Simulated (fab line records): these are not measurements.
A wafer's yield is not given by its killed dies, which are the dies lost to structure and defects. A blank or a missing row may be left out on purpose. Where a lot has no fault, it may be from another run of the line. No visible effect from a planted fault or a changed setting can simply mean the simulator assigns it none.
Matching of chambers	flow n5-finfet	N5_BEOL_M15_VIA_ETCH_16 on rie-diel-04 has 4 sister chambers
The step etches SiO2 in C4F8/O2/Ar, target depth 1792.2 nm. 7 wafers are shown with their chamber, then 8 later ones without.

== WAFERS, EACH WITH ITS CHAMBER ==
wafer	chamber	rf-vpp-V (V)	showerhead-plenum-p-Torr (Torr)
L077.3	0	2167	3.43
L082.5	0	2166	3.42
L084.2	1	2230	3.60
L085.1	3	2240	3.62
L085.2	2	2261	3.63
L085.3	1	2228	3.59
L088.1	2	2259	3.63

== WAFERS WHOSE CHAMBER IS MISSING ==
wafer	rf-vpp-V (V)	showerhead-plenum-p-Torr (Torr)
L088.4	2229	3.59
L088.5	2260	3.63
L087.3	2167	3.42
L087.4	2229	3.59
L087.5	2167	3.42
L095.1	2228	3.58
L095.3	2165	3.41
L095.6	2166	3.41

== WHICH CHAMBER EACH WENT THROUGH ==
wafer	from the rows above	in truth
L088.4	1	1
L088.5	2	2
L087.3	0	0
L087.4	1	1
L087.5	0	0
L095.1	1	1
L095.3	0	0
L095.6	0	0
8 of 8 placed correctly. Not placeable from these rows: 0. Number placed wrongly: 0.
How it was worked out, from the rows above alone: a wafer's distance from a chamber is the root of the sum, over the readings, of the square of ((its reading less the chamber's mean) divided by the reading's scatter). If the next closest chamber is less than 2 further off than the closest, the wafer can't be placed; otherwise it belongs to the closest. For every chamber, the mean is computed from those of its wafers that are shown. How the scatter is found: for the shown wafers, subtract from each reading the mean of its chamber, square and add these, divide the total by (wafers less chambers), then take the root.
